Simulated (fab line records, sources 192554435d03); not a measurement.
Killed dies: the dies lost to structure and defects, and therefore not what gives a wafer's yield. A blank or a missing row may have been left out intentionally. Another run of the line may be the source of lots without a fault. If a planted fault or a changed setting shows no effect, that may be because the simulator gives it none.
fab line records    flow n5Finfet
record: lots: 7  wafers: 21  lastDay: 17
route steps=1938 shown BEOL_M12@1632 BEOL_M15@1830
lots that met no fault: taken from a fault-free run of the same line
startH: the number of hours between the record's first day and the start of the first shown wafer of the lot    waitH: hours elapsed since this lot's preceding step    " identical to the entry in the row above    L1.1+2: a row that stands for several wafers    - no value present, or no start provided    * or withheld: withheld    < > ~ a bound
route shown NAME@n: a module of which the file shows steps, and the number in the route of the first    usual: average and standard deviation across the fault-free wafers    same: alike in all rows    chamber/n: place in a boat    sites: each site's reading    _std_site: how widely they spread, as a standard deviation    _edge_site: the outer-site mean with the inner-site mean subtracted    radiusMm: for every site, how far away it sits from the centre of the wafer    mask NAME#n: copy n    behind: the last tool/chamber to shape the wafer    hold: the reason the lot was held/the length of the hold in hours/how it ended    device: whichever transistor did not switch (one of n, p or np)    end of line: tests run on the same wafers once the route is complete    a step without rows: its recipe alone    killed: the dies lost at the first sort to structure and to defects; this is not the yield of the wafer    map: per-die view of a wafer (x killed, . not killed, _ where there is no die)
set.NAME: the setting as run; set.NAME@STEP: as run at that earlier step    model.NAME: the simulator's own value behind a step, which no gauge read
one table for each step of the route and one row for each wafer, over a sample of lots
services: from which hour (startH, from the record's first day; less than 0 if before it) a tool's chamber was out of use, for how many hours, and why
== steps ==
step: N5_BEOL_M12_CD_MEAS_28
recipe: targetCdNm: 160.2  landingEnergyEv: 500  detector: seInlens  polarity: opening
usual: cdNm: 160.3/1.4
lot.wafer  tool      chamber  startH  waitH  cdNm
L575.2     cdSem-03  0        238.75  -      158.7
L575.3     "         0        "       "      157.7
L575.5     "         0        "       "      162.3
L580.1     cdSem-01  0        268.32  -      157.4
L580.4     "         0        "       "      161.2
L580.5     "         0        "       "      160.0
L585.2     cdSem-01  0        297.15  -      160.4
L585.3     "         0        "       "      161.8
L585.6     "         0        "       "      162.0
L586.1     cdSem-03  0        318.91  -      158.2
L586.2     "         0        "       "      160.1
L586.3     "         0        "       "      157.9
L589.1     cdSem-03  0        320.73  -      159.5
L589.4     "         0        "       "      162.7
L589.5     "         0        "       "      160.1
L592.2     cdSem-01  0        323.72  -      162.7
L592.3     "         0        "       "      161.2
L592.6     "         0        "       "      161.0
L597.2     cdSem-02  0        373.71  -      161.4
L597.5     "         0        "       "      161.7
L597.6     "         0        "       "      162.4
step: N5_BEOL_M12_INSPECT_30
recipe: mode: adi  inspectInstrument: macro
usual: rawDefectCount: 2.0/1.4
lot.wafer  tool              chamber  startH  waitH  rawDefectCount
L575.2     defectInspect-02  -        238.80  0.0    5
L575.3     "                 -        "       "      1
L575.5     "                 -        "       "      3
L580.1     defectInspect-01  -        268.37  0.0    2
L580.4     "                 -        "       "      2
L580.5     "                 -        "       "      3
L585.2     defectInspect-01  -        297.20  0.0    0
L585.3     "                 -        "       "      2
L585.6     "                 -        "       "      3
L586.1     defectInspect-02  -        318.97  0.0    6
L586.2     "                 -        "       "      2
L586.3     "                 -        "       "      0
L589.1     defectInspect-01  -        320.78  0.0    2
L589.4     "                 -        "       "      0
L589.5     "                 -        "       "      1
L592.2     defectInspect-01  -        323.77  0.0    3
L592.3     "                 -        "       "      3
L592.6     "                 -        "       "      4
L597.2     defectInspect-02  -        373.76  0.0    2
L597.5     "                 -        "       "      3
L597.6     "                 -        "       "      2
step: N5_BEOL_M12_TRENCH_ETCH_34
recipe: chemistry: C4F8/O2/Ar  target: SiOC  targetDepthA: 3189.5  maskMaterial: SOC  pressureMtorr: 30  sourceW: 3000  biasW: 700  Ar_flow_sccm: 400  C4F8_flow_sccm: 15  O2_flow_sccm: 8  heInnerTorr: 15  heOuterTorr: 30  timeS: 125.5  ionEnergyEv: 250
usual: C4F8_flow_sccm: 15.00/0.041  drypumpMotorCurrentA: 5.6/0.3  heInnerTorr: 14.998/0.026  oesProductAu: 0.82/0.11  rfVppV: 665/3.1  showerheadPlenumPTorr: 3.40/0.11  throttleValvePct: 24.12/0.28
lot.wafer  tool        chamber  startH  waitH  C4F8_flow_sccm  drypumpMotorCurrentA  heInnerTorr  oesProductAu  rfHoursCounterH  rfVppV  showerheadPlenumPTorr  throttleValvePct
L575.2     rieDiel-02  3        239.20  0.0    15.00           5.6                   14.989       0.71          231              663     3.37                   24.67
L575.3     "           2        "       "      15.03           5.4                   14.941       0.69          250              665     3.36                   24.14
L575.5     "           3        "       "      15.03           5.6                   15.028       0.71          -                663     3.37                   24.68
L580.1     rieDiel-06  3        269.16  0.0    14.94           5.2                   14.982       0.72          198              662     3.24                   23.88
L580.4     "           2        "       "      15.03           6.3                   14.960       0.91          26               671     3.64                   24.11
L580.5     "           0        "       "      15.03           5.8                   15.018       0.72          -                668     3.52                   24.33
L585.2     rieDiel-02  1        297.60  0.0    15.00           5.9                   15.018       0.69          253              668     3.48                   24.38
L585.3     "           2        "       "      15.02           5.4                   15.010       0.97          12               663     3.36                   23.80
L585.6     "           3        "       "      14.97           5.6                   14.996       0.71          -                664     3.36                   24.68
L586.1     rieDiel-02  2        319.36  0.0    14.91           5.4                   14.983       0.93          22               663     3.35                   23.82
L586.2     "           0        "       "      14.94           5.6                   15.029       0.98          1                664     3.36                   23.87
L586.3     "           3        "       "      14.96           5.6                   14.961       0.69          264              664     3.35                   24.72
L589.1     rieDiel-02  3        321.18  0.0    15.01           5.6                   15.001       0.69          265              664     3.35                   24.69
L589.4     "           3        "       "      15.01           5.6                   15.006       0.69          -                664     3.35                   24.71
L589.5     "           0        "       "      14.95           5.6                   14.983       0.96          -                663     3.36                   23.88
L592.2     rieDiel-03  0        324.61  0.0    14.91           5.6                   14.993       0.73          203              661     3.26                   24.28
L592.3     "           1        "       "      15.07           5.3                   14.998       0.66          245              667     3.48                   24.19
L592.6     "           0        "       "      15.00           5.6                   15.017       0.73          -                662     3.26                   24.27
L597.2     rieDiel-02  1        374.16  0.0    15.04           5.9                   15.001       0.93          18               668     3.46                   24.06
L597.5     "           3        "       "      14.98           5.6                   14.965       0.96          -                664     3.35                   24.49
L597.6     "           2        "       "      14.95           5.4                   15.020       0.88          -                663     3.34                   23.85
step: N5_BEOL_M12_OCD_MEAS_35
usual: trenchDepthNm: 319/4.9
lot.wafer  tool    chamber  startH  waitH  trenchDepthNm
L575.2     ocd-01  -        239.35  0.0    319
L575.3     "       -        "       "      315
L575.5     "       -        "       "      320
L580.1     ocd-01  -        269.32  0.0    324
L580.4     "       -        "       "      325
L580.5     "       -        "       "      321
L585.2     ocd-02  -        297.76  0.0    317
L585.3     "       -        "       "      324
L585.6     "       -        "       "      322
L586.1     ocd-01  -        319.52  0.0    317
L586.2     "       -        "       "      326
L586.3     "       -        "       "      319
L589.1     ocd-01  -        321.34  0.0    319
L589.4     "       -        "       "      318
L589.5     "       -        "       "      325
L592.2     ocd-02  -        324.77  0.0    320
L592.3     "       -        "       "      316
L592.6     "       -        "       "      323
L597.2     ocd-02  -        374.31  0.0    239
L597.5     "       -        "       "      322
L597.6     "       -        "       "      322
step: N5_BEOL_M12_SPUTTER_45
recipe: material: Cu  targetThkA: 800  tempC: -20  biasV: 60  powerW: 26000  chamberPressurePa: 0.13  timeS: 13.33
usual: biasV: 60.0/0.62  cathodeDcPowerW: 26000/4.9  throttleValvePct: 30.1/0.62
lot.wafer  tool           chamber  startH  waitH  biasV  cathodeDcPowerW  throttleValvePct
L575.2     pvdSputter-01  -        246.51  0.0    60.2   25996            29.5
L575.3     "              -        "       "      60.0   26003            30.3
L575.5     "              -        "       "      60.4   26001            30.6
L580.1     pvdSputter-01  -        274.34  0.0    59.7   25993            29.5
L580.4     "              -        "       "      59.6   25998            30.0
L580.5     "              -        "       "      60.3   25993            30.5
L585.2     pvdSputter-02  -        299.05  0.0    60.2   25999            29.2
L585.3     "              -        "       "      60.3   25997            30.1
L585.6     "              -        "       "      59.8   25997            30.7
L586.1     pvdSputter-03  -        322.03  0.0    59.8   25995            28.5
L586.2     "              -        "       "      60.8   25999            30.6
L586.3     "              -        "       "      60.5   25996            30.8
L589.1     pvdSputter-01  -        322.08  0.0    61.1   26002            30.8
L589.4     "              -        "       "      59.5   26001            30.1
L589.5     "              -        "       "      60.2   26009            30.5
L592.2     pvdSputter-02  -        325.49  0.0    60.1   26001            30.0
L592.3     "              -        "       "      60.9   25992            29.1
L592.6     "              -        "       "      60.3   26003            29.2
L597.2     pvdSputter-01  -        375.16  0.0    59.6   25995            30.4
L597.5     "              -        "       "      59.4   26000            30.5
L597.6     "              -        "       "      61.0   26000            29.5
step: N5_BEOL_M12_THK_MEAS_50
recipe: thkMeasGauge: xrf  reads: Cu_of_BEOL_M12_ECD_47
usual: M12_THK: 318/5.8
lot.wafer  tool          chamber  startH  waitH  M12_THK[nm]
L575.2     filmMetro-01  -        247.36  -      318
L575.3     "             -        "       "      316
L575.5     "             -        "       "      321
L580.1     filmMetro-01  -        275.20  -      315
L580.4     "             -        "       "      316
L580.5     "             -        "       "      313
L585.2     filmMetro-02  -        299.95  -      319
L585.3     "             -        "       "      328
L585.6     "             -        "       "      324
L586.1     filmMetro-02  -        322.97  -      320
L586.2     "             -        "       "      324
L586.3     "             -        "       "      321
L589.1     filmMetro-02  -        323.84  -      321
L589.4     "             -        "       "      320
L589.5     "             -        "       "      328
L592.2     filmMetro-01  -        326.34  -      311
L592.3     "             -        "       "      309
L592.6     "             -        "       "      315
L597.2     filmMetro-01  -        376.50  -      234
L597.5     "             -        "       "      314
L597.6     "             -        "       "      316
step: N5_BEOL_M12_RS_MEAS_54
recipe: thkMeasGauge: four-point-probe  reads: Cu_of_BEOL_M12_ECD_47+Ta_of_BEOL_M12_SPUTTER_44+TaN_of_BEOL_M12_SPUTTER_43
usual: M12_RS: 0.0599/0.00097
lot.wafer  tool          chamber  startH  waitH  M12_RS[ohm/sq]
L575.2     filmMetro-02  -        247.49  0.0    0.0601
L575.3     "             -        "       "      0.0609
L575.5     "             -        "       "      0.0597
L580.1     filmMetro-01  -        275.32  0.0    0.0593
L580.4     "             -        "       "      0.0589
L580.5     "             -        "       "      0.0596
L585.2     filmMetro-01  -        300.08  0.0    0.0601
L585.3     "             -        "       "      0.0587
L585.6     "             -        "       "      0.0591
L586.1     filmMetro-01  -        323.09  0.0    0.0603
L586.2     "             -        "       "      0.0594
L586.3     "             -        "       "      0.0601
L589.1     filmMetro-01  -        323.99  0.1    0.0599
L589.4     "             -        "       "      0.0601
L589.5     "             -        "       "      0.0589
L592.2     filmMetro-02  -        326.47  0.0    0.0604
L592.3     "             -        "       "      0.0607
L592.6     "             -        "       "      0.0593
L597.2     filmMetro-01  -        376.63  0.0    0.0813
L597.5     "             -        "       "      0.0596
L597.6     "             -        "       "      0.0593
step: N5_BEOL_M15_RC_MEAS_101
usual: COMB_M10: 1.45e-11/2.9e-12  COMB_M11: 1.48e-11/3e-12  COMB_M13: 4.9e-12/9.5e-13  COMB_M14: 3.9e-12/8e-13  COMB_M15: 2.8e-12/6.1e-13  COMB_M15_max_site: 3.9e-12/9.7e-13  COMB_M5: 3.7e-11/7.1e-12  COMB_M6: 2.6e-11/5e-12  COMB_M7: 2.7e-11/5.7e-12  COMB_M8: 2.5e-11/5e-12  COMB_M8_max_site: 3.7e-11/7.8e-12  COMB_M9: 1.5e-11/3.1e-12  SERP_M10: 3.10/0.077  SERP_M11: 3.05/0.08  SERP_M12: 0.636/0.017  SERP_M12_max_site: 0.648/0.018  SERP_M13: 0.307/0.0053  SERP_M14: 0.160/0.0045  SERP_M5: 38.6/1.9  SERP_M6: 14.0/0.57  SERP_M7: 13.6/0.63  SERP_M8: 13.7/0.53  SERP_M9: 3.05/0.1  SERP_M9_max_site: 3.14/0.1
lot.wafer  tool       chamber  startH  waitH  COMB_M10[S/m]  COMB_M11[S/m]  COMB_M13[S/m]  COMB_M14[S/m]  COMB_M15[S/m]  COMB_M15_max_site[S/m]  COMB_M5[S/m]  COMB_M6[S/m]  COMB_M7[S/m]  COMB_M8[S/m]  COMB_M8_max_site[S/m]  COMB_M9[S/m]  SERP_M10[ohm/um]  SERP_M11[ohm/um]  SERP_M12[ohm/um]  SERP_M12_max_site[ohm/um]  SERP_M13[ohm/um]  SERP_M14[ohm/um]  SERP_M5[ohm/um]  SERP_M6[ohm/um]  SERP_M7[ohm/um]  SERP_M8[ohm/um]  SERP_M9[ohm/um]  SERP_M9_max_site[ohm/um]
L575.2     prober-01  0        265.53  0.2    1.73e-11       1.82e-11       5.1e-12        4.3e-12        3.1e-12        3.9e-12                 5e-11         3e-11         2.1e-11       2.2e-11       2.9e-11                1.9e-11       3.04              3.05              0.653             0.668                      0.314             0.161             41.5             13.4             13.3             13.8             2.97             3.04
L575.3     "          0        "       "      1.32e-11       2.23e-11       3.9e-12        4.4e-12        2.1e-12        2.8e-12                 3.8e-11       2.3e-11       2.5e-11       2e-11         2.8e-11                1.9e-11       3.08              2.99              0.662             0.672                      0.301             0.162             40.8             13.9             14.6             13.5             2.91             3.10
L575.5     "          0        "       "      1.14e-11       1.52e-11       5.4e-12        4.3e-12        2.2e-12        2.7e-12                 3.8e-11       2.6e-11       2.9e-11       2.4e-11       3.4e-11                1.8e-11       2.93              3.00              0.618             0.636                      0.302             0.172             42.7             14.8             14.7             13.4             2.89             2.98
L580.1     prober-02  0        294.39  0.0    1.6e-11        1.12e-11       4.8e-12        5e-12          2.8e-12        3.6e-12                 3.9e-11       2.4e-11       3.1e-11       2.6e-11       2.8e-11                1.8e-11       3.10              3.02              0.652             0.673                      0.298             0.162             40.3             14.0             13.4             13.6             2.96             3.03
L580.4     "          0        "       "      1.24e-11       1.29e-11       4.8e-12        3.1e-12        2.5e-12        4e-12                   3.6e-11       2.5e-11       2.2e-11       2.4e-11       3.1e-11                1.5e-11       3.13              3.00              0.624             0.637                      0.308             0.156             41.5             13.4             13.3             13.8             2.83             2.94
L580.5     "          0        "       "      1.49e-11       1.21e-11       3.6e-12        4e-12          3.5e-12        5.2e-12                 2.4e-11       2.5e-11       2.8e-11       3.4e-11       4.4e-11                1.4e-11       3.14              3.07              0.650             0.660                      0.301             0.158             39.7             13.3             14.1             13.8             2.93             3.07
L585.2     prober-01  0        317.98  0.2    1.91e-11       1.41e-11       4.6e-12        4.9e-12        2.3e-12        3.7e-12                 3.2e-11       2.7e-11       2.6e-11       2.2e-11       3e-11                  2.2e-11       3.08              2.97              0.650             0.658                      0.316             0.152             38.1             14.4             13.9             13.9             3.17             3.30
L585.3     "          0        "       "      1.7e-11        1.12e-11       3.9e-12        3.6e-12        3.3e-12        5.3e-12                 3.5e-11       3.3e-11       2.5e-11       2.2e-11       2.8e-11                2.1e-11       3.17              3.01              0.612             0.624                      0.307             0.160             38.0             13.1             13.9             14.2             3.11             3.20
L585.6     "          0        "       "      1.92e-11       1.2e-11        6.1e-12        3.3e-12        3.4e-12        5.6e-12                 4.1e-11       3.4e-11       2.6e-11       3e-11         4.1e-11                2e-11         3.11              3.04              0.626             0.638                      0.319             0.161             40.3             13.1             13.8             15.2             3.09             3.19
L586.1     prober-02  0        343.79  0.0    1.5e-11        1.21e-11       5.3e-12        4.7e-12        2.6e-12        4e-12                   3.2e-11       3e-11         3.8e-11       2.3e-11       2.9e-11                1.3e-11       3.10              2.96              0.643             0.660                      0.308             0.157             37.7             13.1             13.6             14.0             3.05             3.11
L586.2     "          0        "       "      1.47e-11       1.41e-11       3.9e-12        4.8e-12        1.4e-12        2.3e-12                 3.1e-11       3.2e-11       4.3e-11       3.6e-11       4.5e-11                1.4e-11       3.08              2.98              0.626             0.638                      0.314             0.160             37.8             13.5             14.0             13.4             3.06             3.19
L586.3     "          0        "       "      1.39e-11       1.57e-11       5.5e-12        3.2e-12        2.4e-12        2.7e-12                 3.2e-11       2.9e-11       2.8e-11       2.3e-11       3.1e-11                1.5e-11       3.18              2.96              0.657             0.669                      0.308             0.156             40.6             13.7             13.7             14.0             3.01             3.19
L589.1     prober-01  0        346.25  0.0    1.32e-11       1.54e-11       5.7e-12        3.5e-12        3.5e-12        4e-12                   3.3e-11       2.7e-11       3.4e-11       2.7e-11       4e-11                  1.4e-11       3.07              2.97              0.638             0.646                      0.306             0.159             37.4             14.0             12.3             13.6             3.09             3.17
L589.4     "          0        "       "      1.41e-11       1.56e-11       6.6e-12        5.3e-12        3.6e-12        4.3e-12                 2.4e-11       3.1e-11       2.1e-11       2.7e-11       3.5e-11                1.5e-11       3.04              2.95              0.618             0.630                      0.310             0.165             36.9             14.3             12.5             14.5             3.11             3.14
L589.5     "          0        "       "      1.27e-11       1.77e-11       5.3e-12        3.6e-12        3.5e-12        4e-12                   4.5e-11       2e-11         2.7e-11       2.9e-11       3.3e-11                1.3e-11       3.08              2.97              0.621             0.627                      0.309             0.156             39.5             14.0             13.1             13.8             3.23             3.28
L592.2     prober-02  0        347.19  0.7    1.33e-11       1.37e-11       4.6e-12        3.5e-12        3.2e-12        4.7e-12                 2.9e-11       1.7e-11       2.5e-11       2.6e-11       3.4e-11                9e-12         3.03              2.99              0.633             0.647                      0.309             0.160             39.6             13.3             13.4             13.5             2.94             2.99
L592.3     "          0        "       "      1.45e-11       1.32e-11       4.1e-12        3.9e-12        1.8e-12        2.1e-12                 4.2e-11       1.9e-11       2.2e-11       2.7e-11       3.7e-11                1.2e-11       3.01              3.18              0.642             0.644                      0.302             0.160             37.9             14.3             13.5             13.5             2.91             3.09
L592.6     "          0        "       "      1.17e-11       1.41e-11       3.1e-12        4.9e-12        2.2e-12        2.6e-12                 3.5e-11       2.2e-11       3e-11         2.8e-11       3.7e-11                1.2e-11       3.07              3.07              0.633             0.639                      0.307             0.159             38.8             14.3             12.9             13.6             2.95             3.00
L597.2     prober-02  0        397.22  0.2    1.36e-11       1.25e-11       4.5e-12        2.7e-12        2.9e-12        4.7e-12                 5.3e-11       3.1e-11       1.9e-11       2.3e-11       3.1e-11                1e-11         3.10              3.13              0.845             0.848                      0.315             0.164             43.7             14.0             13.2             14.0             3.03             3.14
L597.5     "          0        "       "      1.3e-11        1.65e-11       5.3e-12        3.7e-12        2.3e-12        3.1e-12                 4.4e-11       2.7e-11       2.5e-11       2.5e-11       3.3e-11                1.2e-11       3.03              3.10              0.618             0.635                      0.311             0.156             40.6             14.1             12.7             14.5             3.19             3.24
L597.6     "          0        "       "      1.14e-11       1.59e-11       4.2e-12        3.6e-12        2.6e-12        3.3e-12                 3.9e-11       3.1e-11       2.2e-11       2.9e-11       3.8e-11                2e-11         3.12              3.16              0.604             0.626                      0.307             0.167             41.2             13.7             13.8             14.3             2.94             3.05
sites SERP_M12 radiusMm=0,75,75,75,75,140,140,140,140
L575.2 0.655 0.642 0.659 0.662 0.668 0.644 0.646 0.653 0.644
L580.1 0.652 0.643 0.628 0.654 0.652 0.666 0.652 0.673 0.645
L585.2 0.643 0.653 0.643 0.637 0.650 0.651 0.646 0.658 0.652
L586.1 0.636 0.642 0.643 0.641 0.648 0.660 0.643 0.646 0.659
L589.1 0.634 0.640 0.642 0.633 0.646 0.632 0.638 0.645 0.638
L592.2 0.621 0.629 0.627 0.629 0.639 0.633 0.647 0.635 0.639
L597.2 0.845 0.847 0.845 0.845 0.845 0.839 0.848 0.834 0.847
== services ==
tool        chamber  startH  hours  kind
rieDiel-03  3        225.89  3.9    repair
rieDiel-02  2        241.87  -      clean
rieDiel-02  2        241.87  -      consumableReplace:focusRing
rieDiel-02  2        241.87  24.2   scheduledDown
rieDiel-02  2        241.87  24.2   ventCycle
rieDiel-03  2        256.56  -      clean
rieDiel-03  2        256.56  -      consumableReplace:focusRing
rieDiel-03  2        256.56  32.4   scheduledDown
rieDiel-03  2        256.56  32.4   ventCycle
rieDiel-06  2        279.68  6.7    repair
rieDiel-02  0        290.62  -      clean
rieDiel-02  0        290.62  -      consumableReplace:focusRing
rieDiel-02  0        290.62  26.0   scheduledDown
rieDiel-02  0        290.62  26.0   ventCycle
rieDiel-06  1        303.13  -      clean
rieDiel-02  1        316.83  -      clean
rieDiel-02  1        316.83  -      consumableReplace:focusRing
rieDiel-02  1        316.83  16.5   scheduledDown
rieDiel-02  1        316.83  16.5   ventCycle
rieDiel-02  3        333.67  -      clean
rieDiel-02  3        333.67  -      consumableReplace:focusRing
rieDiel-02  3        333.67  18.8   scheduledDown
rieDiel-02  3        333.67  18.8   ventCycle
rieDiel-03  -        355.55  2.2    repair
== key ==
firstSign: step: N5_BEOL_M12_OCD_MEAS_35  reading: trenchDepthNm  direction: down  sigmas: 17  usual: 319  struck: 239
effect: step: N5_BEOL_M12_THK_MEAS_50  reading: M12_THK  direction: down  sigmas: 14  usual: 318  struck: 234
effect: step: N5_BEOL_M12_RS_MEAS_54  reading: M12_RS  direction: up  sigmas: 22  usual: 0.0599  struck: 0.0813
effect: step: N5_BEOL_M15_RC_MEAS_101  reading: SERP_M12  direction: up  sigmas: 13  usual: 0.636  struck: 0.845
metAt N5_BEOL_M12_TRENCH_ETCH_34
struckLots L597
struckWafers L597.2
notActingAt N5_BEOL_M12_CD_MEAS_28,N5_BEOL_M12_INSPECT_30,N5_BEOL_M12_SPUTTER_45
onsetBetween 321.18 374.16
fault: kind: processParameterDrift  tool: rieDiel-02  chamber: -  onsetH: 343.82  steps: N5_BEOL_M12_TRENCH_ETCH_34  channel: timeS  offset: *  shape: step  endH: 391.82  scope: struckWafersOnly  actsIn: *  stated: *
